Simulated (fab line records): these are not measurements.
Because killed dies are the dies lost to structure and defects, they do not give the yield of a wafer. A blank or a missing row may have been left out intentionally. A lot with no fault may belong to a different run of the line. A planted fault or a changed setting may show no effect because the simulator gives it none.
Matching of chambers / flow nand_harc / NHARC_A_CHANNEL_HOLE_D1_DEP_01 on pecvd-01 has 3 sister chambers
The step deposits SiON, target thk 140 nm. 14 wafers are shown with their chamber, then 7 later ones without.

## WAFERS PAIRED WITH THEIR CHAMBERS
wafer=L082.1; chamber=0; heater_power_w (W)=899
wafer=L082.3; chamber=2; heater_power_w (W)=712
wafer=L082.6; chamber=0; heater_power_w (W)=918
wafer=L084.3; chamber=2; heater_power_w (W)=653
wafer=L084.4; chamber=0; heater_power_w (W)=918
wafer=L084.6; chamber=2; heater_power_w (W)=655
wafer=L085.3; chamber=0; heater_power_w (W)=888
wafer=L085.5; chamber=1; heater_power_w (W)=914
wafer=L085.6; chamber=2; heater_power_w (W)=625
wafer=L091.2; chamber=0; heater_power_w (W)=890
wafer=L091.3; chamber=2; heater_power_w (W)=710
wafer=L091.5; chamber=0; heater_power_w (W)=904
wafer=L093.1; chamber=2; heater_power_w (W)=612
wafer=L093.5; chamber=0; heater_power_w (W)=907

SIGNATURES (means of the wafers above)
reading=heater_power_w; chamber 0=903.43; chamber 1=914.00; chamber 2=661.17; scatter within a chamber=29.7
Rule: a wafer lies at a distance from a chamber equal to the root of the sum of squares, over the readings, of (its reading less the chamber's mean, divided by the reading's scatter). The wafer belongs to the nearest chamber; if the next one is less than 2 further off, it can't be placed. The scatter: take each reading less its chamber's mean, square it, sum over the shown wafers, divide by the number of wafers less the number of chambers, and take the root.

## WAFERS WHOSE CHAMBER IS MISSING
wafer=L093.6; heater_power_w (W)=605
wafer=L094.2; heater_power_w (W)=692
wafer=L094.4; heater_power_w (W)=724
wafer=L094.6; heater_power_w (W)=724
wafer=L097.2; heater_power_w (W)=915
wafer=L097.3; heater_power_w (W)=925
wafer=L097.5; heater_power_w (W)=927

## WHICH CHAMBER EACH WENT THROUGH
wafer=L093.6; from the rows above=2; in truth=2
wafer=L094.2; from the rows above=2; in truth=2
wafer=L094.4; from the rows above=2; in truth=2
wafer=L094.6; from the rows above=2; in truth=2
wafer=L097.2; from the rows above=can't be placed: 1 or 0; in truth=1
wafer=L097.3; from the rows above=can't be placed: 1 or 0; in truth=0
wafer=L097.5; from the rows above=can't be placed: 1 or 0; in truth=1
4 of 7 placed correctly. From these rows, 3 cannot be placed; in 3 the true chamber is one of the candidates. Wrongly placed: 0.
